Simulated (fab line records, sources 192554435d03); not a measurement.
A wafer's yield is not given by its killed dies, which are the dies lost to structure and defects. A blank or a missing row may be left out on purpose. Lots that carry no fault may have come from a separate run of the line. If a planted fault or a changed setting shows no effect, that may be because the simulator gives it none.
Matching of chambers || flow n5_finfet || rie_diel-06 running N5_MOL_CONTACT_COAG_ETCH_105: 4 sister chambers
The step etches SiARC in CF4, target depth 15.6 nm, time 26 s. 4 wafers are shown with their chamber, then 11 later ones without.

== WAFERS PAIRED WITH THEIR CHAMBERS ==
{"wafer": "L092.2", "chamber": 1, "showerhead_plenum_p_Torr (Torr)": 2.19}
{"wafer": "L092.4", "chamber": 2, "showerhead_plenum_p_Torr (Torr)": 2.16}
{"wafer": "L092.5", "chamber": 0, "showerhead_plenum_p_Torr (Torr)": 2.08}
{"wafer": "L076.2", "chamber": 3, "showerhead_plenum_p_Torr (Torr)": 2.23}

== WAFERS WHOSE CHAMBER IS MISSING ==
{"wafer": "L076.3", "showerhead_plenum_p_Torr (Torr)": 2.08}
{"wafer": "L076.5", "showerhead_plenum_p_Torr (Torr)": 2.23}
{"wafer": "L095.1", "showerhead_plenum_p_Torr (Torr)": 2.18}
{"wafer": "L095.3", "showerhead_plenum_p_Torr (Torr)": 2.16}
{"wafer": "L095.6", "showerhead_plenum_p_Torr (Torr)": 2.18}
{"wafer": "L097.1", "showerhead_plenum_p_Torr (Torr)": 2.15}
{"wafer": "L097.3", "showerhead_plenum_p_Torr (Torr)": 2.18}
{"wafer": "L097.6", "showerhead_plenum_p_Torr (Torr)": 2.15}
{"wafer": "L096.1", "showerhead_plenum_p_Torr (Torr)": 2.08}
{"wafer": "L096.3", "showerhead_plenum_p_Torr (Torr)": 2.23}
{"wafer": "L096.4", "showerhead_plenum_p_Torr (Torr)": 2.18}

== THE CHAMBER EACH PASSED THROUGH ==
{"wafer": "L076.3", "from the rows above": 0, "in truth": 0}
{"wafer": "L076.5", "from the rows above": 3, "in truth": 3}
{"wafer": "L095.1", "from the rows above": "can't be placed: 1 or 2", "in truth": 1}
{"wafer": "L095.3", "from the rows above": 2, "in truth": 2}
{"wafer": "L095.6", "from the rows above": "can't be placed: 1 or 2", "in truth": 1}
{"wafer": "L097.1", "from the rows above": 2, "in truth": 2}
{"wafer": "L097.3", "from the rows above": "can't be placed: 1 or 2", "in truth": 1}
{"wafer": "L097.6", "from the rows above": 2, "in truth": 2}
{"wafer": "L096.1", "from the rows above": 0, "in truth": 0}
{"wafer": "L096.3", "from the rows above": 3, "in truth": 3}
{"wafer": "L096.4", "from the rows above": "can't be placed: 1 or 2", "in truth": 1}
Correct placement for 7 of the 11. Not placeable from these rows: 4 (in 4, the candidates include the true chamber). 0 placed wrongly.
How it was worked out, from the rows above alone: a wafer's distance from a chamber is the root of the sum, over the readings, of the square of ((its reading less the chamber's mean) divided by the reading's scatter). If the next closest chamber is less than 2 further off than the closest, the wafer can't be placed; otherwise it belongs to the closest. A chamber's mean is the mean of its shown wafers. The scatter: root of mean squared gap, hidden wafer to nearest shown wafer, with one shown wafer a chamber.
